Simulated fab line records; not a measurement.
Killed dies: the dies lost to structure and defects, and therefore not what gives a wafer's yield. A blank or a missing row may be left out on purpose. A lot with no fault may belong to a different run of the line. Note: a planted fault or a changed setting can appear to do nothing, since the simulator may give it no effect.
fab line records -- flow n5Finfet
record: lots: 4, wafers: 12, lastDay: 16
route steps=1938 shown MOL_CONTACT_COAG@623 BEOL_M0_SAQP@632 BEOL_M0_CUTY@710 BEOL_M4@1111 PASSIVATION@1936
lots untouched by any fault: they come from a run of this same line in which no faults occurred
startH: hours from the record's opening day to when the first of the lot's shown wafers began -- waitH: hours elapsed since this lot's preceding step -- " the same as in the row above -- L1.1+2: a row that stands for several wafers -- - either no value or no given start -- * or withheld: withheld -- < > ~ a bound
route shown NAME@n: a module of which the file shows steps, and the number in the route of the first -- usual: average and standard deviation across the fault-free wafers -- same: alike in all rows -- chamber/n: place in a boat -- sites: per-site readings -- _std_site: their standard deviation -- _edge_site: inner sites' mean taken away from outer sites' mean -- radiusMm: how far each site lies from the wafer's centre -- mask NAME#n: copy n -- behind: the most recent tool/chamber to have shaped the wafer -- hold: why the lot went on hold/how many hours it stayed there/how the hold came to an end -- device: which transistor (n, p or np) failed to switch -- end of line: tests run on the same wafers once the route is complete -- where a step has no rows: the recipe by itself -- killed: dies lost to structure and defects at the first sort, not the wafer's yield -- map: a wafer's dies, x killed, . not, _ none there
set.NAME: the setting as run; set.NAME@STEP: as run at that earlier step -- model.NAME: the simulator's own value behind a step, which no gauge read
certain route steps with their lots: each step a table, each wafer a row
services: a tool's chamber out of use, with start hour (startH, from the record's first day; less than 0 if before it), hours out, and reason
== steps ==
step: N5_MOL_CONTACT_COAG_PRE_CLEAN_121
recipe: gas: H2/He, timeS: *, tempC: withheld
step: N5_MOL_CONTACT_COAG_CVD_140
recipe: material: W, targetThkA: 665, mode: selectiveFill, tempC: 300, timeS: 215
step: N5_MOL_CONTACT_COAG_PRECLEAN_127
recipe: chemistry: DIW, timeS: 57.5, tempC: 23
step: N5_MOL_CONTACT_COAG_SRD_128
recipe: dryTimeS: 32, dry: n2Spin, spinRpm: 1500
step: N5_MOL_CONTACT_COAG_CMP_52
recipe: stopOn: SiO2, tOverpolishS: 1.5, postCmpClean: wDiluteNh4oh, downForcePsi: 4, platenRpm: 50.289, padVelocityMS: 1.0006, targetThkNm: 66.5
step: N5_MOL_CONTACT_COAG_ANNEAL_112
recipe: tempC: 400, timeS: 1800, ambient: HPD2, pressureAtm: 10
step: N5_BEOL_M0_SAQP_PECVD_00
recipe: material: SiCN, targetThkA: 80, tempC: withheld, precursor: 3MS/NH3, pressureTorr: 3, rfW: 202, timeS: 14
step: N5_BEOL_M0_SAQP_ILD_DEP_01
recipe: material: SiOC, targetThkA: 454.19, tempC: 350, precursor: DEMS/O2, pressureTorr: 5, rfW: 500, timeS: 8.7
step: N5_BEOL_M0_SAQP_HM_DEP_02
recipe: material: TiN, targetThkA: 120, tempC: 25, chamberPressurePa: 0.49996
step: N5_BEOL_M0_SAQP_PECVD_03
recipe: material: SiCN, targetThkA: 120, tempC: withheld, precursor: 3MS/NH3, pressureTorr: 3, rfW: 202, timeS: 21.1
usual: showerheadPlenumPTorr: 3.669/0.0087, throttleValvePct: 9.0/0.52
lot.wafer,tool,chamber,startH,waitH,showerheadPlenumPTorr,sinceWetCleanH,throttleValvePct
L337.2,pecvd-01,0,137.93,0.1,3.667,1023,8.8
L337.3,pecvd-01,1,137.93,0.1,3.674,1748,9.3
L337.5,pecvd-01,2,137.93,0.1,3.667,-,8.6
L344.1,pecvd-01,0,185.39,0.1,3.675,1071,8.5
L344.3,pecvd-01,1,185.39,0.1,3.672,1796,9.5
L344.5,pecvd-01,1,185.39,0.1,3.673,-,9.4
L345.4,pecvd-01,1,190.89,0.1,3.684,-,9.3
L345.5,pecvd-01,0,190.89,0.1,3.656,-,8.9
L345.6,pecvd-01,2,190.89,0.1,3.672,-,8.5
L351.2,pecvd-04,2,224.03,0.1,3.668,536,8.8
L351.3,pecvd-04,0,224.03,0.1,3.681,1290,9.8
L351.5,pecvd-04,1,224.03,0.1,3.658,-,9.3
step: N5_BEOL_M0_SAQP_PECVD_96
recipe: material: a-Si, targetThkA: 450, tempC: 350, precursor: SiH4/He, pressureTorr: 3, rfW: 100, timeS: 45.2
step: N5_BEOL_M0_SAQP_PECVD_97
recipe: material: SiNx, targetThkA: 230, tempC: 350, precursor: SiH4/NH3/N2, pressureTorr: 1.5, rfW: 300, timeS: 19.9
step: N5_BEOL_M0_SAQP_PECVD_04
recipe: material: a-Si, targetThkA: 600, tempC: 350, precursor: SiH4/He, pressureTorr: 3, rfW: 100, timeS: 60.2
step: N5_BEOL_M0_SAQP_HM_DEP_111
recipe: material: SiO2, targetThkA: 120, tempC: 400, precursor: SiH4/N2O, pressureTorr: 0.75, rfW: 275, timeS: 7.2
step: N5_BEOL_M0_SAQP_COAT_81
recipe: resist: SOC, tempC: 250, timeS: 60, spinRpm: 1500, resistThkNm: 100
step: N5_BEOL_M0_SAQP_COAT_82
recipe: resist: SiARC, tempC: 220, timeS: 60, spinRpm: 1500, resistThkNm: 30
step: N5_BEOL_M0_SAQP_COAT_08
recipe: resist: CAR-ArF, spinRpm: 1500, resistThkNm: 90
step: N5_BEOL_M0_SAQP_EBR_10
recipe: solvent: PGMEA, ebrWidthMm: 1.5
step: N5_BEOL_M0_SAQP_SOFTBAKE_09
recipe: tempC: 110, timeS: 60, resist: CAR-ArF
step: N5_BEOL_M0_SAQP_EXPOSE_11
recipe: maskId: M0_CORE, na: 1.35, sourceShape: dipole, sigmaInner: 0.538, sigmaOuter: 0.738, polarization: te, targetCdNm: 42, doseMj: 55
step: N5_BEOL_M0_SAQP_PEB_12
recipe: pebTempC: withheld, pebTimeS: 60, resist: CAR-ArF
step: N5_BEOL_M0_SAQP_DEVELOP_13
recipe: developTimeS: 30, developer: TMAH, resist: CAR-ArF, devTempC: 23, rinseLiquid: diw, dry: airSpin
step: N5_BEOL_M0_SAQP_INSPECT_16
recipe: mode: adi, inspectInstrument: brightfield
usual: rawDefectCount: 492/130
lot.wafer,tool,chamber,startH,waitH,rawDefectCount
L337.2,defectInspect-02,-,138.55,0.0,407
L337.3,defectInspect-02,-,138.55,0.0,415
L337.5,defectInspect-02,-,138.55,0.0,397
L344.1,defectInspect-02,-,186.02,0.0,1368
L344.3,defectInspect-02,-,186.02,0.0,1607
L344.5,defectInspect-02,-,186.02,0.0,1433
L345.4,defectInspect-02,-,191.63,0.0,1379
L345.5,defectInspect-02,-,191.63,0.0,1390
L345.6,defectInspect-02,-,191.63,0.0,1290
L351.2,defectInspect-01,-,224.78,0.0,401
L351.3,defectInspect-01,-,224.78,0.0,359
L351.5,defectInspect-01,-,224.78,0.0,511
step: N5_BEOL_M0_SAQP_DESCUM_19
recipe: chemistry: O2, timeS: 7.9, sourcePowerW: 50, biasPowerW: 20, pressureMtorr: 20, rfFrequencyHz: 2.712e+07, tempC: 40, resist: CAR-ArF, o2FlowSccm: 225
step: N5_BEOL_M0_SAQP_ETCH_83
recipe: chemistry: CF4, target: SiARC, targetDepthA: 390, maskMaterial: CAR-ArF, timeS: 65, ionEnergyEv: 80, pressureMtorr: 40, sourceW: 545, biasW: 36, Ar_flow_sccm: 100, cf4FlowSccm: 100, ends: cleared
step: N5_BEOL_M0_SAQP_ETCH_84
recipe: chemistry: N2/H2, target: SOC, targetDepthA: 1000, overetchA: 200, maskMaterial: SiARC, tempC: 40, timeS: 150, ionEnergyEv: 200, pressureMtorr: 30, sourceW: 840, biasW: 150, n2FlowSccm: 200, h2FlowSccm: 200
step: N5_BEOL_M0_SAQP_STRIP_80
recipe: chemistry: N2/H2, tempC: 40, n2FlowSccm: 200, h2FlowSccm: 200, rfFrequencyHz: 6e+07
step: N5_BEOL_M0_SAQP_HM_OPEN_112
recipe: chemistry: CHF3/O2, target: SiO2, stopOn: a-Si, targetDepthA: 120, overEtchFrac: 1.25, maskMaterial: SOC, timeS: 13.5, pressureMtorr: 30, sourceW: 650, biasW: 170, Ar_flow_sccm: 200, CHF3_flow_sccm: 50, O2_flow_sccm: 5, ionEnergyEv: 200, ends: endPoint
step: N5_BEOL_M0_SAQP_STRIP_113
recipe: chemistry: CHF3/O2, resist: SiARC, rfFrequencyHz: 6e+07
step: N5_BEOL_M0_SAQP_MANDREL_ETCH_20
recipe: targetDepthA: 600, chemistry: HBr/Cl2, target: a-Si, stopOn: SiNx, btTimeS: 10, maskMaterial: SOC, overEtchFrac: 0.5, timeS: 30, pressureMtorr: 10, icpW: 800, biasW: 75, HBr_flow_sccm: 150, Cl2_flow_sccm: 80, ends: endPoint
step: N5_BEOL_M0_SAQP_STRIP_86
recipe: chemistry: N2/H2, powerW: 500, tempC: 40, pressureMtorr: 50, rfFrequencyHz: 6e+07, overashFraction: 0.3, biasPowerW: 28, h2Frac: 0.5, n2FlowSccm: 300, h2FlowSccm: 300
step: N5_BEOL_M0_SAQP_STRIP_115
recipe: chemistry: postEtchResidueRemover, timeS: 60, tempC: 25, removerPh: withheld, removerWaterWtPct: withheld, removerFluorideWtPct: withheld
step: N5_BEOL_M0_SAQP_SRD_93
recipe: dry: ipaMarangoni, timeS: 30, tempC: 23, rinseLiquid: diw
step: N5_BEOL_M0_SAQP_RECESS_114
recipe: chemistry: HF/NH3, target: SiO2, targetDepthA: 144, afsCycles: 3, tempC: 30, sublimationTempC: 180, sublimationTimeS: 60
step: N5_BEOL_M0_SAQP_SPACER1_ALD_98
recipe: material: SiO2, targetThkA: 128, tempC: 300, aldPrecursorFamily: BDEAS, aldCoReactant: O2-plasma, pulseTimeS: 1, purgeTimeS: 2, coReactantPurgeTimeS: 2, aldCycles: 138, pressureTorr: 2
step: N5_BEOL_M0_SAQP_SPACER1_ETCHBACK_99
recipe: chemistry: CHF3/O2, mode: anisotropicEtchback, target: SiO2, targetDepthA: 154, timeS: 7.7, pressureMtorr: 30, sourceW: 650, biasW: 170, Ar_flow_sccm: 200, CHF3_flow_sccm: 50, O2_flow_sccm: 5, ionEnergyEv: 200
step: N5_BEOL_M0_SAQP_INSPECT_42
recipe: mode: adi, inspectInstrument: brightfield
usual: rawDefectCount: 311/84
lot.wafer,tool,chamber,startH,waitH,rawDefectCount
L337.2,defectInspect-01,-,142.66,0.0,320
L337.3,defectInspect-01,-,142.66,0.0,393
L337.5,defectInspect-01,-,142.66,0.0,324
L344.1,defectInspect-02,-,190.03,0.1,1276
L344.3,defectInspect-02,-,190.03,0.1,1492
L344.5,defectInspect-02,-,190.03,0.1,1228
L345.4,defectInspect-02,-,195.75,0.3,1305
L345.5,defectInspect-02,-,195.75,0.3,1237
L345.6,defectInspect-02,-,195.75,0.3,1228
L351.2,defectInspect-01,-,228.93,0.0,443
L351.3,defectInspect-01,-,228.93,0.0,411
L351.5,defectInspect-01,-,228.93,0.0,295
step: N5_BEOL_M0_CUTY_INSPECT_59
recipe: mode: adi, inspectInstrument: macro
usual: rawDefectCount: 2.0/1.4
lot.wafer,tool,chamber,startH,waitH,rawDefectCount
L337.2,defectInspect-02,-,144.15,0.0,3
L337.3,defectInspect-02,-,144.15,0.0,4
L337.5,defectInspect-02,-,144.15,0.0,0
L344.1,defectInspect-02,-,191.47,0.0,>300
L344.3,defectInspect-02,-,191.47,0.0,>300
L344.5,defectInspect-02,-,191.47,0.0,>300
L345.4,defectInspect-02,-,197.17,0.0,>300
L345.5,defectInspect-02,-,197.17,0.0,>300
L345.6,defectInspect-02,-,197.17,0.0,>300
L351.2,defectInspect-01,-,230.72,0.0,2
L351.3,defectInspect-01,-,230.72,0.0,1
L351.5,defectInspect-01,-,230.72,0.0,2
step: N5_BEOL_M4_RC_MEAS_101
usual: DIBL_N: 36.4/2, DIBL_P: 36.1/2.5, IOFF_N: 0.16/0.037, IOFF_P: 0.20/0.038, ION_N: 670/13, ION_P: 459/8.3, SS_N: 71.6/0.69, SS_P: 73.3/0.72, VT_N: 250/3.4, VT_P: -251/3.1
lot.wafer,tool,chamber,startH,waitH,DIBL_N[mV/V],DIBL_P[mV/V],IOFF_N[nA/um],IOFF_P[nA/um],ION_N[uA/um],ION_P[uA/um],SS_N[mV/dec],SS_P[mV/dec],VT_N[mV],VT_P[mV]
L337.2,prober-01,0,195.90,0.2,36.9,35.3,0.16,0.17,675,452,71.8,72.8,252,-255
L337.3,prober-01,0,195.90,0.2,35.1,34.6,0.14,0.17,664,454,71.5,73.3,250,-253
L337.5,prober-01,0,195.90,0.2,36.0,35.1,0.15,0.17,661,444,71.8,73.1,250,-255
L344.1,prober-01,0,235.89,0.0,36.6,35.4,0.16,0.21,668,460,71.5,73.7,249,-247
L344.3,prober-01,0,235.89,0.0,35.3,33.5,0.14,0.18,668,462,70.6,73.3,249,-252
L344.5,prober-01,0,235.89,0.0,35.0,33.5,0.14,0.18,676,457,71.9,72.9,249,-253
L345.4,prober-02,0,247.03,0.5,35.8,36.1,0.16,0.19,674,453,71.4,73.7,249,-252
L345.5,prober-02,0,247.03,0.5,33.7,32.2,0.11,0.14,645,445,71.9,72.4,258,-258
L345.6,prober-02,0,247.03,0.5,37.3,38.0,0.18,0.22,681,461,73.0,73.8,247,-250
L351.2,prober-02,0,279.60,0.2,36.0,36.4,0.15,0.19,683,462,71.9,73.9,250,-252
L351.3,prober-02,0,279.60,0.2,35.4,35.7,0.13,0.17,653,452,71.6,72.6,254,-255
L351.5,prober-02,0,279.60,0.2,36.8,37.2,0.16,0.20,680,457,72.0,72.7,249,-252
step: N5_PASSIVATION_PROBE_49
usual: defectLimitedYield: 91.2/1.6, killed_at_M0_to_M3: 34/11, killed_at_M4_up: 13/5.2, killedAtContacts: 13/6.3, killedAtFrontEnd: 40/14, killedAtOther: 3.2/2.4, killedDies: 104/19, killedOpen: 69/14, killedShort: 32/7.5, sort_bin_5_function: 5.3/1.1, sort_bin_6_memory: 3.2/0.73, sort_bin_8_speed: 0.01/0.038, sortNPass: 1076/19, sortYieldPct: 91.2/1.6
same: grossDies: 1180, killedAtBackSide: 0, sort_bin_4_leakage[%]: 0
lot.wafer,tool,chamber,startH,waitH,defectLimitedYield[%],killed_at_M0_to_M3,killed_at_M4_up,killedAtContacts,killedAtFrontEnd,killedAtOther,killedDies,killedOpen,killedShort,sort_bin_5_function[%],sort_bin_6_memory[%],sort_bin_8_speed[%],sortNPass,sortYieldPct[%]
L344.1,prober-02,-,335.66,0.0,80.8,179,10,8,25,5,227,47,30,12.0,3.5,0,953,80.8
L344.3,prober-02,-,335.76,0.1,80.1,189,10,2,32,2,235,54,27,11.0,5.1,0,945,80.1
L344.5,prober-02,-,335.86,0.2,79.2,184,16,6,36,3,245,73,24,12.6,4.2,0.08,935,79.2
L345.4,prober-02,-,349.87,0.2,80.3,175,14,17,21,5,232,60,25,11.4,4.2,0,948,80.3
L345.5,prober-02,-,349.92,0.2,81.3,167,12,18,21,3,221,57,21,11.2,4.2,0,959,81.3
L345.6,prober-02,-,349.97,0.3,86.7,105,6,10,34,2,157,46,22,7.8,2.8,0,1023,86.7
killed by level:class
L344.1 BEOL_M0_SAQP:unspecified=150 BEOL_M0_SAQP:geometricParticle:open=11 FIN_SAQP:geometricParticle:open=8 BEOL_M0_SAQP:geometricParticle:short=7 MOL_CONTACT_COAG:geometricParticle:open=4 MOL_CONTACT_COAG:geometricParticle:short=4 FIN_SAQP:geometricParticle:short=3 BEOL_M2:geometricParticle:open=3
L344.3 BEOL_M0_SAQP:unspecified=153 BEOL_M2:geometricParticle:open=10 STI_FIN_REVEAL:geometricParticle:open=6 BEOL_M0_SAQP:geometricParticle:short=6 BEOL_M3:geometricParticle:open=6 DUMMY_GATE:geometricParticle:open=5 STARTING-WAFER:geometricParticle:open=4 FIN_SAQP:geometricParticle:open=3
L344.5 BEOL_M0_SAQP:unspecified=146 FIN_SAQP:geometricParticle:open=14 BEOL_M2:geometricParticle:open=12 BEOL_M3:geometricParticle:open=11 FIN_SAQP:geometricParticle:short=8 BEOL_M0_SAQP:geometricParticle:open=8 STI_FIN_REVEAL:geometricParticle:open=7 BEOL_M4:geometricParticle:open=6
L345.4 BEOL_M0_SAQP:unspecified=143 MOL_CONTACT_COAG:geometricParticle:open=13 BEOL_M2:geometricParticle:open=10 FIN_SAQP:geometricParticle:open=7 BEOL_M4:geometricParticle:open=7 BEOL_M0_SAQP:geometricParticle:short=5 BEOL_M1:geometricParticle:open=4 BEOL_M3:geometricParticle:open=4
L345.5 BEOL_M0_SAQP:unspecified=143 MOL_CONTACT_COAG:geometricParticle:open=17 BEOL_M4:geometricParticle:open=8 BEOL_M2:geometricParticle:open=7 BEOL_M0_SAQP:geometricParticle:open=5 STI_FIN_REVEAL:geometricParticle:short=4 BEOL_M3:geometricParticle:open=4 FIN_SAQP:geometricParticle:open=3
L345.6 BEOL_M0_SAQP:unspecified=87 MOL_CONTACT_COAG:geometricParticle:open=7 BEOL_M2:geometricParticle:open=7 FIN_SAQP:geometricParticle:open=5 DUMMY_GATE:geometricParticle:open=4 BEOL_M3:geometricParticle:open=4 STARTING-WAFER:geometricParticle:short=4 FIN_SAQP:geometricParticle:short=3
map L344.5 (x killed, . not)
_________________..x.........________________
______________x...x.x..........._____________
___________..x............x...x....__________
__________..............x........x.._________
________......x.....x...........x..x.x_______
_______.x.........x.x..x.......x.......______
______x.x...xx..x..xx.x.x..............._____
_____..x..x.x.xxxxx.xx.x...x....x........____
____......xx.xxxxxxxxxxx.............x....___
___.......xxxxxxxxxxxxxx.......x..x........__
___x......xxxxxxxxxxxxxxxx.....x.x.........__
__.x.......xxxxxxxxxxxxx.................x.x_
__......xxxxxxxxxxxxxxxxx.......x.x........._
_........xxxxxxxxxxxxxxxxx....x........x.....
_..........xxxxxxxxxxxxx.....................
_...........xxxxxxxx.x..x...................x
_.........xx.xxxxxxxxx.x..x...............x..
_x.........x.x..xxxx...x.................x...
_x...x.......xxx.............................
_...x.........x.............x....x...........
_...x...x.x...........x......................
__...........xx....x............x..........x_
__.........x..................x..x..x..x...._
___.................x..........x...........__
___..........................x.............__
____........x................x.........x..___
_____...x...x..............x.............____
______............x........x...........x_____
_______...xx......................xx..x______
________.......x......................_______
__________.x.....................xx._________
___________.....x.....x.......x..x.__________
______________..x....x......x..._____________
_________________x.......x..x________________
map L345.4 (x killed, . not)
_________________.x..........________________
______________.................._____________
___________........................__________
__________...........x...........x.._________
________...x...........x.............._______
_______........x.......................______
______......x...xxx.x..................x_____
_____xx.....xxxxxxxxxx.x.x..............x____
____.....xxxxxxxxxxxxxx.x.....x...........___
___.......xxxxxxxxxxxxxx.x.................__
___.......x.xxxxxxxxxxxx.........xx.......x__
__..x...x..xxxxxxxxxxxxx..........x.x......._
__........xxxxxxxxxxxxxxx....x.......xx...x._
_........xxxxxxxxxxxxxx.................x....
_.......xxxxxxxxxxxxxx.x.x..x...x............
_.....x....xx.xxxxxxxx.x............x.x......
_x......x.x...xxxxxx..x.................x....
_...........x.....xxx........................
_..........x...xx......x............x...x...x
_x..........x....x.x.....................xx..
_......x.xx.x...................xx..x........
__x........................................._
__...................x..........x..xx.x...x._
___.....x.........x.....x..................__
___.x..x...............x...x......x.x......__
____.........xx..x.................x.....x___
_____..........x............x....x.......____
______......x...x....x.............x.x.._____
_______...........x.........x..........______
________...x.................x....x..._______
__________.........x.........x......_________
___________........................__________
______________.x................_____________
_________________....x..xx...________________
== services ==
tool,chamber,startH,hours,kind
pecvd-01,1,126.99,2.1,scheduledDown
pecvd-01,-,127.62,5.5,pm
== key ==
firstSign: step: N5_BEOL_M0_SAQP_INSPECT_16, reading: rawDefectCount, direction: up, sigmas: 7.3, usual: 492, struck: 1411
effect: step: N5_BEOL_M0_SAQP_INSPECT_42, reading: rawDefectCount, direction: up, sigmas: 12, usual: 311, struck: 1294
effect: step: N5_BEOL_M0_CUTY_INSPECT_59, reading: rawDefectCount, direction: up, sigmas: 99+, usual: 2.0, struck: >300
effect: step: N5_PASSIVATION_PROBE_49, reading: killed_at_M0_to_M3, direction: up, sigmas: 12, usual: 34, struck: 166
moreKillsBornAt: N5_BEOL_M0_SAQP_PECVD_03@pecvd-01: 822
metAt N5_BEOL_M0_SAQP_PECVD_03
struckWafers L344.1,L344.3,L344.5,L345.4,L345.5,L345.6
onsetBetween 137.93 185.39
fault: kind: chamberParticleSource, tool: pecvd-01, chamber: -, onsetH: 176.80, steps: N5_BEOL_M0_SAQP_PECVD_03, ratePerVisitCm2: 1.4793, endH: 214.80
